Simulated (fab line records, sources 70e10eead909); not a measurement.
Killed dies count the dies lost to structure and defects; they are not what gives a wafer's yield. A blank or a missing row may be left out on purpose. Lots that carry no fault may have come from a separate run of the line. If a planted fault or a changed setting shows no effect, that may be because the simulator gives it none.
fab line records	flow nand_harc
record: lots: 12	wafers: 36	last_day: 33
route steps=1302 shown A_ONON_D2@546 END@1302
lots that met no fault: from a run of the same line without faults
start_h: start of the lot's first displayed wafer, in hours after the record's first day	wait_h: hours elapsed since this lot's preceding step	" same as the row above	L1.1+2: one row covering several wafers at once	- either no value or no given start	* or withheld: withheld	< > ~ a bound
route shown NAME@n: NAME is a module with steps in the file, n the number in the route of the first one	usual: mean/standard deviation taken from wafers without a fault	same: alike in all rows	chamber/n: place in a boat	sites: the reading at each site	_std_site: the values' standard deviation	_edge_site: inner sites' mean taken away from outer sites' mean	radius_mm: for every site, how far away it sits from the centre of the wafer	mask NAME#n: copy n	behind: the tool/chamber that last shaped the wafer	hold: reason for holding the lot/hours on hold/outcome of the hold	device: transistor that didn't switch, given as n, p or np	end of line: the route-end tests of the same wafers	where a step has no rows: the recipe by itself	killed: count of dies lost to structure and defects at first sort (not the wafer's yield)	map: the dies of a wafer, with x for killed, . for not killed, _ for no die there
set.NAME: the setting as run; set.NAME@STEP: as run at that earlier step	model.NAME: the simulator's own value behind a step, which no gauge read
one table for each step of the route and one row for each wafer, over a sample of lots
services: the hour from which a tool's chamber was out of use, counted from the record's first day as start_h (under 0 if before that day), plus the number of hours and why
== steps ==
step: NHARC_A_ONON_D2_THK_MEAS_02
recipe: thk_meas_gauge: ellipsometry
usual: thk_nm: 1000/9.3
lot.wafer	tool	chamber	start_h	wait_h	thk_nm
L146.1	film_metro-02	-	279.65	-	1004
L146.2	"	-	"	"	1004
L146.4	"	-	"	"	1003
L148.2	film_metro-02	-	297.31	-	994
L148.3	"	-	"	"	994
L148.4	"	-	"	"	994
L149.1	film_metro-02	-	309.21	-	1000
L149.5	"	-	"	"	1000
L149.6	"	-	"	"	1000
L150.2	film_metro-01	-	309.22	-	992
L150.3	"	-	"	"	993
L150.4	"	-	"	"	994
L151.3	film_metro-01	-	333.36	-	991
L151.5	"	-	"	"	989
L151.6	"	-	"	"	988
L152.1	film_metro-02	-	333.38	-	1017
L152.2	"	-	"	"	1015
L152.5	"	-	"	"	1017
L153.3	film_metro-02	-	345.70	-	991
L153.4	"	-	"	"	992
L153.5	"	-	"	"	991
L157.1	film_metro-01	-	382.44	-	1003
L157.3	"	-	"	"	1004
L157.6	"	-	"	"	1005
L158.2	film_metro-02	-	392.01	-	1013
L158.3	"	-	"	"	1011
L158.4	"	-	"	"	1012
L165.2	film_metro-02	-	457.28	-	1001
L165.3	"	-	"	"	999
L165.5	"	-	"	"	1002
L166.1	film_metro-02	-	480.81	-	1009
L166.3	"	-	"	"	1008
L166.4	"	-	"	"	1009
L169.2	film_metro-01	-	509.09	-	991
L169.3	"	-	"	"	992
L169.4	"	-	"	"	993
step: NHARC_A_ONON_D2_THK_MEAS_08
recipe: thk_meas_gauge: ellipsometry
usual: thk_nm: 999/11
lot.wafer	tool	chamber	start_h	wait_h	thk_nm
L146.1	film_metro-01	-	280.79	-	996
L146.2	"	-	"	"	996
L146.4	"	-	"	"	995
L148.2	film_metro-02	-	298.47	-	981
L148.3	"	-	"	"	977
L148.4	"	-	"	"	981
L149.1	film_metro-02	-	310.34	-	1006
L149.5	"	-	"	"	1004
L149.6	"	-	"	"	1004
L150.2	film_metro-02	-	310.46	-	990
L150.3	"	-	"	"	990
L150.4	"	-	"	"	990
L151.3	film_metro-01	-	334.49	-	1003
L151.5	"	-	"	"	1002
L151.6	"	-	"	"	1004
L152.1	film_metro-02	-	334.52	-	982
L152.2	"	-	"	"	982
L152.5	"	-	"	"	981
L153.3	film_metro-01	-	346.84	-	1010
L153.4	"	-	"	"	1010
L153.5	"	-	"	"	1011
L157.1	film_metro-01	-	383.58	-	997
L157.3	"	-	"	"	995
L157.6	"	-	"	"	996
L158.2	film_metro-02	-	393.13	-	988
L158.3	"	-	"	"	986
L158.4	"	-	"	"	987
L165.2	film_metro-02	-	458.42	-	1014
L165.3	"	-	"	"	1015
L165.5	"	-	"	"	1014
L166.1	film_metro-02	-	481.95	-	1003
L166.3	"	-	"	"	1004
L166.4	"	-	"	"	1002
L169.2	film_metro-02	-	510.23	-	993
L169.3	"	-	"	"	995
L169.4	"	-	"	"	995
step: NHARC_A_ONON_D2_DEP_19
recipe: target_thk_a: 10000	n2_flow_sccm: 2750	n2o_flow_sccm: 2000	nh3_flow_sccm: 500	sih4_flow_sccm: 210	temp_c: 400
usual: susceptor_temp_C: 400.05/0.2
lot.wafer	tool	chamber	start_h	wait_h	susceptor_temp_C
L146.1	pecvd_onon-04	0	289.38	0.1	400.07
L146.2	"	0	"	"	400.03
L146.4	"	0	"	"	399.68
L148.2	pecvd_onon-04	0	307.96	0.1	399.99
L148.3	"	0	"	"	399.96
L148.4	"	0	"	"	400.12
L149.1	pecvd_onon-02	0	322.36	0.1	400.17
L149.5	"	0	"	"	400.24
L149.6	"	0	"	"	400.06
L150.2	pecvd_onon-03	0	322.56	0.2	400.32
L150.3	"	0	"	"	400.46
L150.4	"	0	"	"	400.31
L152.1	pecvd_onon-02	0	344.41	0.1	399.89
L152.2	"	0	"	"	399.91
L152.5	"	0	"	"	399.96
L151.3	pecvd_onon-04	0	344.51	0.2	399.97
L151.5	"	0	"	"	400.23
L151.6	"	0	"	"	399.85
L153.3	pecvd_onon-03	0	356.82	0.2	399.83
L153.4	"	0	"	"	400.21
L153.5	"	0	"	"	400.01
L157.1	pecvd_onon-03	0	392.83	0.1	400.00
L157.3	"	0	"	"	399.81
L157.6	"	0	"	"	399.72
L158.2	pecvd_onon-03	0	402.14	0.1	400.26
L158.3	"	0	"	"	399.85
L158.4	"	0	"	"	400.17
L165.2	pecvd_onon-02	0	468.93	0.1	399.99
L165.3	"	0	"	"	400.01
L165.5	"	0	"	"	399.96
L166.1	pecvd_onon-03	0	491.15	0.1	400.09
L166.3	"	0	"	"	400.08
L166.4	"	0	"	"	400.03
L169.2	pecvd_onon-02	0	519.24	0.1	399.93
L169.3	"	0	"	"	400.12
L169.4	"	0	"	"	400.32
step: NHARC_A_ONON_D2_THK_MEAS_21
recipe: thk_meas_gauge: ellipsometry
usual: thk_nm: 999/10
lot.wafer	tool	chamber	start_h	wait_h	hold	thk_nm
L146.1	film_metro-02	-	289.90	-	-	995
L146.2	"	-	"	"	-	995
L146.4	"	-	"	"	-	996
L148.2	film_metro-02	-	308.41	-	-	999
L148.3	"	-	"	"	-	998
L148.4	"	-	"	"	-	999
L149.1	film_metro-01	-	322.87	-	-	1007
L149.5	"	-	"	"	-	1008
L149.6	"	-	"	"	-	1007
L150.2	film_metro-02	-	323.01	-	-	1007
L150.3	"	-	"	"	-	1005
L150.4	"	-	"	"	-	1008
L151.3	film_metro-01	-	344.90	-	-	993
L151.5	"	-	"	"	-	993
L151.6	"	-	"	"	-	992
L152.1	film_metro-02	-	344.92	-	-	1007
L152.2	"	-	"	"	-	1009
L152.5	"	-	"	"	-	1010
L153.3	film_metro-01	-	357.21	-	-	987
L153.4	"	-	"	"	-	990
L153.5	"	-	"	"	-	987
L157.1	film_metro-02	-	393.34	-	await_dispo/0.2h/release	1074
L157.3	"	-	"	"	await_dispo/0.2h/release	1075
L157.6	"	-	"	"	await_dispo/0.2h/release	1074
L157.1	film_metro-02	-	393.51	0.2	-	1075
L157.3	"	-	"	"	-	1074
L157.6	"	-	"	"	-	1075
L158.2	film_metro-02	-	402.60	-	await_dispo/0.2h/release	1077
L158.3	"	-	"	"	await_dispo/0.2h/release	1076
L158.4	"	-	"	"	await_dispo/0.2h/release	1076
L158.2	film_metro-02	-	402.77	0.2	-	1075
L158.3	"	-	"	"	-	1076
L158.4	"	-	"	"	-	1078
L165.2	film_metro-02	-	469.38	-	-	1009
L165.3	"	-	"	"	-	1010
L165.5	"	-	"	"	-	1010
L166.1	film_metro-02	-	491.66	-	-	987
L166.3	"	-	"	"	-	986
L166.4	"	-	"	"	-	988
L169.2	film_metro-02	-	519.69	-	-	1016
L169.3	"	-	"	"	-	1017
L169.4	"	-	"	"	-	1018
step: NHARC_A_ONON_D2_DEP_33
recipe: target_thk_a: 2000	temp_c: 400	pressure_torr: 6.5	rf_w: 900	teos_flow_sccm: 161.4	flow_sccm: 2650	target_thk_nm: 200	gas: O2	material: SiO2
usual: chamber_pressure_Torr: 6.502/0.015	heater_power_outer_w: 306/61	heater_power_w: 570/94	susceptor_temp_C: 399.99/0.22	throttle_valve_pct: 16.3/0.46
lot.wafer	tool	chamber	start_h	wait_h	chamber_pressure_Torr	heater_power_outer_w	heater_power_w	susceptor_temp_C	throttle_valve_pct
L146.2	pecvd-04	1	291.66	0.1	6.509	396	656	400.09	16.9
L146.1	"	0	"	"	6.518	276	634	399.92	16.3
L146.4	"	2	"	"	6.474	284	482	400.09	16.6
L148.2	pecvd-02	0	310.21	0.1	6.487	371	601	400.30	16.2
L148.3	"	1	"	"	6.506	326	588	400.34	15.6
L148.4	"	0	"	"	6.482	384	623	400.17	16.1
L149.1	pecvd-02	1	324.71	0.1	6.498	260	518	399.90	15.6
L149.6	"	0	"	"	6.490	333	572	400.38	15.9
L149.5	"	1	"	"	6.514	274	520	400.24	15.7
L150.3	pecvd-02	2	324.95	0.1	6.540	210	512	400.14	16.6
L150.2	"	0	"	"	6.513	381	626	399.97	16.1
L150.4	"	1	"	"	6.518	300	558	399.87	15.2
L152.1	pecvd-04	2	346.70	0.1	6.505	286	463	399.86	16.4
L152.2	"	0	"	"	6.506	331	709	400.35	16.6
L152.5	"	0	"	"	6.512	333	709	399.92	16.1
L151.3	pecvd-02	1	346.75	0.1	6.512	333	582	399.72	15.9
L151.6	"	0	"	"	6.495	336	584	400.20	16.2
L151.5	"	1	"	"	6.536	318	588	399.58	15.6
L153.3	pecvd-02	1	359.02	0.1	6.509	343	606	400.00	15.8
L153.4	"	0	"	"	6.523	297	516	400.03	16.0
L153.5	"	2	"	"	6.489	278	575	400.08	16.9
L157.3	pecvd-04	2	398.36	0.1	6.504	289	484	400.32	16.5
L157.1	"	0	"	"	6.515	290	633	399.97	16.6
L157.6	"	1	"	"	6.501	375	619	400.04	17.3
L158.2	pecvd-02	0	421.18	12.7	6.508	374	613	399.97	16.2
L158.3	"	1	"	"	6.492	266	499	400.11	15.9
L158.4	"	2	"	"	6.500	207	495	399.49	16.6
L165.2	pecvd-04	0	471.25	0.2	6.496	286	645	399.83	16.6
L165.3	"	1	"	"	6.498	384	656	400.20	16.4
L165.5	"	1	"	"	6.503	409	662	400.15	16.4
L166.3	pecvd-04	2	493.80	0.4	6.472	329	533	400.02	16.2
L166.1	"	0	"	"	6.475	387	770	400.10	16.4
L166.4	"	2	"	"	6.499	231	395	399.84	16.0
L169.3	pecvd-04	2	521.49	0.1	6.514	313	504	400.28	16.1
L169.2	"	0	"	"	6.507	373	737	400.28	16.6
L169.4	"	0	"	"	6.480	385	781	400.17	16.5
step: NHARC_END_SORT_01
recipe: temp_c: 25
usual: killed_at_array: 55/22	killed_at_other: 0.9/1.2	killed_at_periphery: 3.6/2.3	killed_dies: 60/22	killed_open: 3.2/1.9	killed_short: 2.5/1.6
same: gross_dies: 677
lot.wafer	tool	chamber	start_h	wait_h	killed_at_array	killed_at_other	killed_at_periphery	killed_dies	killed_open	killed_short
L146.1	prober-01	0	562.04	2.5	51	0	1	52	0	2
L146.2	prober-01	0	562.84	2.8	57	1	0	58	1	2
L146.4	prober-01	0	564.42	3.4	51	0	2	53	1	3
L148.2	prober-01	0	579.69	2.8	35	0	4	39	4	2
L148.3	prober-01	0	580.49	3.1	40	0	6	46	4	1
L148.4	prober-01	0	581.28	3.4	46	0	7	53	2	3
L149.1	prober-01	0	589.28	2.5	23	0	5	28	2	5
L149.5	prober-01	0	592.44	3.7	26	1	10	37	6	1
L149.6	prober-01	0	593.23	4.0	22	1	3	26	2	1
L150.2	prober-02	0	590.07	2.8	96	0	2	98	2	3
L150.3	prober-02	0	590.88	3.1	83	0	3	86	2	2
L150.4	prober-02	0	591.68	3.4	77	0	3	80	3	2
L152.1	prober-01	0	615.90	2.5	24	0	3	27	5	0
L152.2	prober-01	0	616.72	2.8	21	0	4	25	2	2
L152.5	prober-01	0	619.15	3.7	21	0	2	23	2	3
L151.3	prober-02	0	617.55	3.1	77	2	3	82	2	1
L151.5	prober-02	0	619.11	3.6	85	1	0	86	2	2
L151.6	prober-02	0	619.90	3.9	82	1	2	85	4	5
L153.3	prober-01	0	649.30	3.1	70	2	3	75	3	3
L153.4	prober-01	0	650.11	3.4	60	1	1	62	1	1
L153.5	prober-01	0	650.91	3.7	71	1	3	75	3	1
L157.1	prober-01	0	655.61	2.5	22	2	6	30	4	1
L157.3	prober-01	0	657.21	3.1	28	0	3	31	1	2
L157.6	prober-01	0	659.61	4.0	22	2	2	26	2	3
L158.2	prober-02	0	715.04	2.8	57	1	3	61	3	7
L158.3	prober-02	0	715.85	3.1	47	5	1	53	3	2
L158.4	prober-02	0	716.66	3.4	51	0	2	53	2	3
L165.2	prober-01	0	750.03	2.8	78	2	2	82	6	6
L165.3	prober-01	0	750.83	3.1	68	1	3	72	2	2
L165.5	prober-01	0	752.45	3.7	82	1	7	90	8	4
L166.1	prober-02	0	771.78	2.5	59	0	4	63	4	1
L166.3	prober-02	0	773.39	3.1	59	0	2	61	3	1
L166.4	prober-02	0	774.20	3.4	55	1	2	58	5	1
L169.2	prober-01	0	794.71	2.8	45	0	3	48	1	3
L169.3	prober-01	0	795.51	3.1	39	0	3	42	0	2
L169.4	prober-01	0	796.30	3.4	41	1	2	44	2	2
killed by level:class
L146.1 A_CHANNEL_HOLE_D2:chamber_film_flake=38 A_CONTACT:chamber_film_flake=4 A_DECK1_JOINT:chamber_film_flake=3 A_ONON_D2:geometric_particle:short=2 A_STAIRCASE:chamber_film_flake=2 P_M0:chamber_film_flake=1 A_SLIT:chamber_film_flake=1 A_WL_FILL:chamber_film_flake=1
L146.2 A_CHANNEL_HOLE_D2:chamber_film_flake=39 A_CONTACT:chamber_film_flake=7 A_DECK1_JOINT:chamber_film_flake=3 A_STAIRCASE:chamber_film_flake=3 A_SLIT:chamber_film_flake=3 A_CHANNEL_FILL_D1:geometric_particle:open=1 A_WL_FILL:geometric_particle:short=1 STARTING-WAFER:geometric_particle:short=1
L146.4 A_CHANNEL_HOLE_D2:chamber_film_flake=34 A_CONTACT:chamber_film_flake=5 A_WL_FILL:chamber_film_flake=3 A_CHANNEL_HOLE_D1:chamber_film_flake=2 A_STAIRCASE:chamber_film_flake=2 A_SLIT:chamber_film_flake=2 P_STI:geometric_particle:short=1 P_CONTACT:geometric_particle:short=1
L148.2 A_SLIT:chamber_film_flake=12 A_CHANNEL_HOLE_D2:chamber_film_flake=6 A_ZERO_WELL:chamber_film_flake=5 A_CONTACT:chamber_film_flake=4 P_M0:geometric_particle:open=1 P_M1:geometric_particle:open=1 A_CHANNEL_FILL_D1:geometric_particle:short=1 A_CHANNEL_FILL_D2:geometric_particle:open=1
L148.3 A_SLIT:chamber_film_flake=19 A_CHANNEL_HOLE_D2:chamber_film_flake=8 A_CONTACT:chamber_film_flake=3 P_ZERO_WELL:chamber_film_flake=2 P_BONDPAD:chamber_film_flake=2 A_CHANNEL_HOLE_D1:chamber_film_flake=2 P_CONTACT:geometric_particle:short=1 A_ONON_D1:geometric_particle:open=1
L148.4 A_SLIT:chamber_film_flake=25 A_CONTACT:chamber_film_flake=6 A_CHANNEL_HOLE_D2:chamber_film_flake=5 P_BONDPAD:chamber_film_flake=2 A_ZERO_WELL:chamber_film_flake=2 A_CHANNEL_HOLE_D1:chamber_film_flake=2 A_CHANNEL_FILL_D1:chamber_film_flake=2 P_STI:geometric_particle:short=1
L149.1 A_CHANNEL_HOLE_D2:chamber_film_flake=10 A_CHANNEL_HOLE_D1:chamber_film_flake=4 A_CONTACT:chamber_film_flake=2 P_GATE:geometric_particle:open=1 P_M0:geometric_particle:short=1 A_ONON_D1:geometric_particle:short=1 A_CHANNEL_FILL_D1:geometric_particle:short=1 A_CHANNEL_FILL_D1:geometric_particle:open=1
L150.2 A_CHANNEL_HOLE_D1:chamber_film_flake=33 A_SLIT:chamber_film_flake=26 A_CHANNEL_HOLE_D2:chamber_film_flake=25 A_WL_FILL:geometric_particle:short=3 A_CHANNEL_FILL_D1:chamber_film_flake=3 A_WL_FILL:chamber_film_flake=2 A_CONTACT:chamber_film_flake=2 A_CHANNEL_HOLE_D1:geometric_particle:open=1
L150.3 A_CHANNEL_HOLE_D1:chamber_film_flake=26 A_SLIT:chamber_film_flake=25 A_CHANNEL_HOLE_D2:chamber_film_flake=20 A_CONTACT:chamber_film_flake=7 P_CONTACT:geometric_particle:short=1 P_M1:geometric_particle:open=1 A_SOURCE_PLATE:geometric_particle:open=1 A_WL_FILL:geometric_particle:short=1
L150.4 A_CHANNEL_HOLE_D2:chamber_film_flake=27 A_CHANNEL_HOLE_D1:chamber_film_flake=26 A_SLIT:chamber_film_flake=17 A_CONTACT:chamber_film_flake=2 P_M0:geometric_particle:open=1 A_DECK1_JOINT:geometric_particle:short=1 A_SGD_CUT:geometric_particle:open=1 A_WL_FILL:geometric_particle:short=1
L149.5 A_CHANNEL_HOLE_D2:chamber_film_flake=9 P_GATE:chamber_film_flake=7 A_STAIRCASE:chamber_film_flake=4 A_ONON_D2:geometric_particle:open=3 A_BLC:chamber_film_flake=2 A_ONON_D1:geometric_particle:short=1 A_CHANNEL_FILL_D2:geometric_particle:open=1 A_CONTACT:geometric_particle:open=1
L149.6 A_CHANNEL_HOLE_D2:chamber_film_flake=8 A_CONTACT:chamber_film_flake=3 A_STAIRCASE:chamber_film_flake=2 A_SLIT:chamber_film_flake=2 A_WL_FILL:chamber_film_flake=2 P_M2:geometric_particle:open=1 A_DECK1_JOINT:geometric_particle:short=1 A_M0:geometric_particle:open=1
L152.1 A_CHANNEL_HOLE_D2:chamber_film_flake=9 A_WL_FILL:chamber_film_flake=3 A_CONTACT:chamber_film_flake=3 A_WL_FILL:geometric_particle:open=2 A_CHANNEL_HOLE_D1:chamber_film_flake=2 A_SLIT:chamber_film_flake=2 P_CONTACT:geometric_particle:open=1 A_ONON_D1:geometric_particle:open=1
L152.2 A_CHANNEL_HOLE_D2:chamber_film_flake=10 P_ZERO_WELL:chamber_film_flake=4 A_WL_FILL:chamber_film_flake=4 A_ONON_D1:geometric_particle:open=1 A_CHANNEL_HOLE_D1:geometric_particle:open=1 A_ONON_D2:geometric_particle:short=1 A_WL_FILL:geometric_particle:short=1 A_CHANNEL_HOLE_D1:chamber_film_flake=1
L151.3 A_CHANNEL_HOLE_D2:chamber_film_flake=27 A_CHANNEL_HOLE_D1:chamber_film_flake=18 A_SLIT:chamber_film_flake=17 A_CONTACT:chamber_film_flake=10 P_M0:chamber_film_flake=2 A_SGD_CUT:chamber_film_flake=2 THIN_TSV:chamber_film_flake=2 A_ONON_D1:geometric_particle:open=1
L151.5 A_CHANNEL_HOLE_D1:chamber_film_flake=25 A_CHANNEL_HOLE_D2:chamber_film_flake=25 A_SLIT:chamber_film_flake=17 A_CONTACT:chamber_film_flake=10 A_WL_FILL:geometric_particle:short=2 A_SGD_CUT:chamber_film_flake=2 A_ONON_D1:geometric_particle:open=1 A_WL_FILL:geometric_particle:open=1
L152.5 A_CHANNEL_FILL_D1:chamber_film_flake=5 A_CHANNEL_HOLE_D2:chamber_film_flake=5 A_ONON_D2:geometric_particle:short=3 A_CONTACT:chamber_film_flake=3 A_CHANNEL_HOLE_D1:chamber_film_flake=2 A_ONON_D1:geometric_particle:open=1 A_M0:geometric_particle:open=1 P_ZERO_WELL:chamber_film_flake=1
L151.6 A_CHANNEL_HOLE_D2:chamber_film_flake=22 A_SLIT:chamber_film_flake=21 A_CHANNEL_HOLE_D1:chamber_film_flake=20 A_CONTACT:chamber_film_flake=7 A_SGD_CUT:chamber_film_flake=3 A_SOURCE_PLATE:geometric_particle:short=2 A_ONON_D2:geometric_particle:open=2 A_SGD_CUT:geometric_particle:short=2
L153.3 A_CHANNEL_HOLE_D1:chamber_film_flake=28 A_CHANNEL_HOLE_D2:chamber_film_flake=22 A_DECK1_JOINT:chamber_film_flake=4 A_CONTACT:chamber_film_flake=3 A_BONDPAD:chamber_film_flake=3 P_ZERO_WELL:chamber_film_flake=2 A_STAIRCASE:chamber_film_flake=2 THIN_TSV:chamber_film_flake=2
L153.4 A_CHANNEL_HOLE_D1:chamber_film_flake=24 A_CHANNEL_HOLE_D2:chamber_film_flake=22 A_STAIRCASE:chamber_film_flake=3 A_WL_FILL:chamber_film_flake=3 A_CONTACT:chamber_film_flake=3 A_M0:chamber_film_flake=2 P_CONTACT:geometric_particle:open=1 A_DECK1_JOINT:geometric_particle:short=1
L153.5 A_CHANNEL_HOLE_D2:chamber_film_flake=33 A_CHANNEL_HOLE_D1:chamber_film_flake=28 A_CONTACT:chamber_film_flake=3 P_ZERO_WELL:chamber_film_flake=2 A_STAIRCASE:chamber_film_flake=2 A_BONDPAD:chamber_film_flake=2 P_M1:geometric_particle:open=1 A_SGD_CUT:geometric_particle:open=1
L157.1 A_CHANNEL_HOLE_D1:chamber_film_flake=8 P_M2:chamber_film_flake=5 A_SLIT:chamber_film_flake=4 THIN_TSV:chamber_film_flake=2 P_GATE:geometric_particle:open=1 A_CHANNEL_FILL_D1:geometric_particle:open=1 A_DECK1_JOINT:geometric_particle:open=1 A_CHANNEL_FILL_D2:geometric_particle:short=1
L157.3 A_CHANNEL_HOLE_D1:chamber_film_flake=9 A_SLIT:chamber_film_flake=9 A_CONTACT:chamber_film_flake=3 P_M2:chamber_film_flake=2 A_M1:chamber_film_flake=2 P_CONTACT:geometric_particle:open=1 A_CHANNEL_FILL_D2:geometric_particle:short=1 A_WL_FILL:geometric_particle:short=1
L157.6 A_CHANNEL_HOLE_D1:chamber_film_flake=5 A_SLIT:chamber_film_flake=5 P_M2:chamber_film_flake=2 A_SGD_CUT:chamber_film_flake=2 THIN_TSV:chamber_film_flake=2 A_SOURCE_PLATE:geometric_particle:open=1 A_CHANNEL_HOLE_D1:geometric_particle:short=1 A_CHANNEL_FILL_D1:geometric_particle:short=1
L158.2 A_CHANNEL_HOLE_D2:chamber_film_flake=17 A_CHANNEL_HOLE_D1:chamber_film_flake=11 A_CONTACT:chamber_film_flake=6 A_STAIRCASE:chamber_film_flake=5 A_WL_FILL:chamber_film_flake=5 A_SLIT:chamber_film_flake=3 A_CHANNEL_FILL_D1:geometric_particle:short=2 A_DECK1_JOINT:geometric_particle:short=2
L158.3 A_CHANNEL_HOLE_D2:chamber_film_flake=16 A_CHANNEL_HOLE_D1:chamber_film_flake=10 A_WL_FILL:chamber_film_flake=4 A_CONTACT:chamber_film_flake=4 A_STAIRCASE:chamber_film_flake=3 A_CHANNEL_FILL_D1:chamber_film_flake=2 A_SGD_CUT:chamber_film_flake=2 HYBRID_BOND:chamber_film_flake=2
L158.4 A_CHANNEL_HOLE_D2:chamber_film_flake=26 A_CHANNEL_HOLE_D1:chamber_film_flake=11 A_WL_FILL:chamber_film_flake=3 P_ZERO_WELL:chamber_film_flake=2 A_ONON_D1:geometric_particle:short=1 A_ONON_D1:geometric_particle:open=1 A_WL_FILL:geometric_particle:short=1 A_CONTACT:geometric_particle:open=1
L165.2 A_CHANNEL_HOLE_D1:chamber_film_flake=30 A_CHANNEL_HOLE_D2:chamber_film_flake=26 A_CONTACT:chamber_film_flake=5 A_SLIT:chamber_film_flake=4 A_ONON_D1:geometric_particle:short=2 A_M0:geometric_particle:open=2 P_M0:geometric_particle:open=1 A_CHANNEL_FILL_D1:geometric_particle:open=1
L165.3 A_CHANNEL_HOLE_D1:chamber_film_flake=31 A_CHANNEL_HOLE_D2:chamber_film_flake=17 A_SLIT:chamber_film_flake=7 A_CONTACT:chamber_film_flake=5 P_M1:chamber_film_flake=2 A_CHANNEL_FILL_D2:chamber_film_flake=2 A_SOURCE_PLATE:geometric_particle:short=1 A_WL_FILL:geometric_particle:short=1
L165.5 A_CHANNEL_HOLE_D1:chamber_film_flake=41 A_CHANNEL_HOLE_D2:chamber_film_flake=17 A_CONTACT:chamber_film_flake=8 A_BLC:geometric_particle:open=4 P_ZERO_WELL:chamber_film_flake=4 A_CHANNEL_FILL_D2:geometric_particle:short=2 A_M0:geometric_particle:short=2 P_BONDPAD:chamber_film_flake=2
L166.1 A_CHANNEL_HOLE_D2:chamber_film_flake=23 A_CONTACT:chamber_film_flake=13 A_CHANNEL_HOLE_D1:chamber_film_flake=10 A_SLIT:chamber_film_flake=5 P_GATE:chamber_film_flake=2 P_BONDPAD:chamber_film_flake=2 A_WL_FILL:chamber_film_flake=2 A_SOURCE_PLATE:geometric_particle:short=1
L166.3 A_CHANNEL_HOLE_D2:chamber_film_flake=24 A_CHANNEL_HOLE_D1:chamber_film_flake=12 A_SLIT:chamber_film_flake=10 A_CONTACT:chamber_film_flake=4 A_CHANNEL_FILL_D2:chamber_film_flake=3 A_CHANNEL_FILL_D1:chamber_film_flake=2 P_CONTACT:geometric_particle:open=1 A_ONON_D1:geometric_particle:short=1
L166.4 A_CONTACT:chamber_film_flake=17 A_CHANNEL_HOLE_D2:chamber_film_flake=14 A_CHANNEL_HOLE_D1:chamber_film_flake=5 A_CHANNEL_FILL_D1:chamber_film_flake=5 A_SLIT:chamber_film_flake=5 P_M0:geometric_particle:open=2 A_STAIRCASE:chamber_film_flake=2 A_WL_FILL:chamber_film_flake=2
L169.2 A_SLIT:chamber_film_flake=33 A_CONTACT:chamber_film_flake=5 P_CONTACT:geometric_particle:short=2 A_CHANNEL_HOLE_D1:chamber_film_flake=2 A_CHANNEL_HOLE_D1:geometric_particle:open=1 A_ONON_D2:geometric_particle:short=1 P_GATE:chamber_film_flake=1 A_DECK1_JOINT:chamber_film_flake=1
L169.3 A_SLIT:chamber_film_flake=21 A_CONTACT:chamber_film_flake=9 P_GATE:chamber_film_flake=2 A_CHANNEL_HOLE_D2:chamber_film_flake=2 A_WL_FILL:chamber_film_flake=2 A_ONON_D1:geometric_particle:short=1 A_ONON_D2:geometric_particle:short=1 P_CONTACT:chamber_film_flake=1
L169.4 A_SLIT:chamber_film_flake=25 A_CONTACT:chamber_film_flake=7 A_DECK1_JOINT:chamber_film_flake=2 A_CHANNEL_HOLE_D2:chamber_film_flake=2 P_M0:geometric_particle:open=1 A_CHANNEL_FILL_D1:geometric_particle:open=1 A_WL_FILL:geometric_particle:short=1 A_CONTACT:geometric_particle:short=1
== services ==
tool	chamber	start_h	hours	kind
pecvd-04	-	269.03	13.0	pm
pecvd-04	0	269.03	13.0	vent_cycle
pecvd-04	1	269.03	13.0	vent_cycle
pecvd-04	2	269.03	13.0	vent_cycle
pecvd-04	0	282.03	-	clean
pecvd-04	1	282.03	-	clean
pecvd-04	2	282.03	-	clean
pecvd-04	-	307.95	3.4	repair
pecvd_onon-04	-	311.24	13.0	pm
pecvd-02	0	313.10	8.2	repair
pecvd_onon-02	-	366.00	13.0	pm
pecvd-02	1	384.92	6.1	repair
pecvd_onon-03	-	408.00	13.0	pm
pecvd-02	-	408.18	13.0	pm
pecvd-02	0	408.18	13.0	vent_cycle
pecvd-02	1	408.18	13.0	vent_cycle
pecvd-02	2	408.18	13.0	vent_cycle
pecvd-02	0	421.18	-	clean
pecvd-02	1	421.18	-	clean
pecvd-04	-	432.86	0.8	repair
pecvd-04	-	450.03	13.0	pm
pecvd-04	1	464.66	3.9	repair
pecvd-02	1	488.18	8.6	repair
pecvd_onon-04	-	492.24	13.0	pm
== key ==
first_sign: step: NHARC_A_ONON_D2_THK_MEAS_21	reading: visit	direction: added
effect: step: NHARC_A_ONON_D2_THK_MEAS_21	reading: thk_nm	direction: up	sigmas: 7.7	usual: 999	struck: 1075
met_at NHARC_A_ONON_D2_DEP_19
struck_lots L157,L158
tester_left_out L157,L158
not_acting_at NHARC_A_ONON_D2_THK_MEAS_02,NHARC_A_ONON_D2_THK_MEAS_08,NHARC_A_ONON_D2_DEP_33
onset_between 356.82 392.83
earlier_fault: kind: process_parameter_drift	tool: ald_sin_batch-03	chamber: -	onset_h: 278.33	steps: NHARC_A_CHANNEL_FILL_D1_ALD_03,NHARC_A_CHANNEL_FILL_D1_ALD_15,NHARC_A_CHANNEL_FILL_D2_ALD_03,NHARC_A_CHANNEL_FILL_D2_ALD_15	channel: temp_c	offset: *	shape: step	end_h: 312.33	stated: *
fault: kind: process_parameter_drift	tool: pecvd_onon-03	chamber: -	onset_h: 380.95	steps: NHARC_A_ONON_D2_DEP_19	channel: target_thk_a	offset: *	shape: step	end_h: 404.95	acts_in: *	stated: *
tester_left_out: of these lots the tester's yield and bins aren't shown, on N5 and GAA mostly nor the transistor test; their killed dies are dies lost to structure and defects alone, not to doping, threshold or leakage, so they don't give the yield
